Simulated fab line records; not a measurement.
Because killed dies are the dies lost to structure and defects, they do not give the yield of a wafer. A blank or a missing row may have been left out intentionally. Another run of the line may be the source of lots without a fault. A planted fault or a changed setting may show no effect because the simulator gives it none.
A single fault, viewed from 3 desks	flow nand-harc	each desk holds nothing but its own numbers, with what lay behind them at the end

## AT THE TOOL OWNER'S DESK: pecvd-04
The tool's own readings at NHARC_A_BONDPAD_DEP_00 (deposits SiCN, target thk 250 nm): means of the sampled wafers that have a number, for each lot that ran on this tool. If a lot's mean is further than 4 standard deviations from the usual mean, the lot is out of limits and carries the mark OUT (the distance appears in the brackets).
Columns: A = heater-power-w at NHARC_A_BONDPAD_DEP_00, usual 591 W; B = rf-fwd-power-W at NHARC_A_BONDPAD_DEP_00, usual 448.8 W; C = showerhead-vpp-V at NHARC_A_BONDPAD_DEP_00, usual 1323 V
lot	first seen here	A	B	C
L539	day 23 02:29	644	448.6	1389
L538	day 23 03:32	643	447.2	1352
L543	day 25 05:03	572	448.4	1370
L548	day 28 19:35	676	328.1 (-93) OUT	1138
L551	day 28 20:49	661	389.2 (-46) OUT	1260
L561	day 32 23:12	637	449.7	1396
This desk finds L548, L551 out of limits, L548 being first, at day 28 19:35 (rf-fwd-power-W at NHARC_A_BONDPAD_DEP_00). Within limits: L539, L538, L543, L561.

## METROLOGY DESK
Lot by lot, what the gauges showed, no matter which tool ran the lot: averages of those sampled wafers that carry a number. If a lot's mean is further than 4 standard deviations from the usual mean, the lot is out of limits and carries the mark OUT (the distance appears in the brackets).
Columns: A = overlay-x-nm at NHARC_A_M1_OVL_MEAS_10, usual -0.2 nm; B = overlay-y-nm at NHARC_A_M1_OVL_MEAS_10, usual 0.2 nm
lot	first seen here	A	B
L539	day 22 23:01	-1.4	-0.2
L538	day 23 00:07	-0.9	-0.5
L540	day 24 05:38	0.6	2.0
L542	day 24 09:19	0.3	0.2
L543	day 25 01:32	-0.7	0.9
L544	day 26 05:38	0.9	-0.6
L548	day 28 16:14	-0.5	-0.4
L551	day 28 17:04	0.1	1.1
L554	day 29 14:30	0.5	0.8
L556	day 30 10:52	0.8	-0.6
L559	day 31 18:38	-0.5	-1.0
L560	day 32 05:46	-0.4	1.2
L561	day 32 19:47	1.0	0.4
This desk found nothing out of limits on any of the 13 lots.

## THE DEFECT DESK
Lot by lot, what the route's inspections counted, given as the mean of those sampled wafers with a number. If a lot's mean is further than 4 standard deviations from the usual mean, the lot is out of limits and carries the mark OUT (the distance appears in the brackets).
Columns: A = raw-defect-count at NHARC_A_M1_INSPECT_27, usual 552
lot	first seen here	A
L539	day 23 01:42	671
L538	day 23 02:47	621
L540	day 24 08:22	836
L542	day 24 12:07	676
L543	day 25 04:20	567
L544	day 26 08:26	416
L548	day 28 18:53	517
L551	day 28 20:07	456
L554	day 29 17:13	582
L556	day 30 13:36	554
L559	day 31 21:19	521
L560	day 32 08:26	565
L561	day 32 22:28	467
This desk found nothing out of limits on any of the 13 lots.

## BROUGHT TOGETHER
The tool owner's desk could have raised an alarm at day 28 19:35, on L548, L551.
At the metrology desk, nothing out of limits was observed.
The defect desk saw nothing out of limits.
The metrology desk has L548, L551 on record, within its limits.
The defect desk has L548, L551 on record, within its limits.
The lots listed all ran NHARC_A_BONDPAD_DEP_00 on pecvd-04.

## WHAT THE SIMULATOR PUT IN
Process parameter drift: pecvd-04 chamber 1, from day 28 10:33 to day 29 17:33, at NHARC_A_BONDPAD_DEP_00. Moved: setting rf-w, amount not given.
Shown lots that were struck: L548, L551.
Delay in hours, fault start to first out-of-limits reading, by desk: the tool owner's desk at 9.
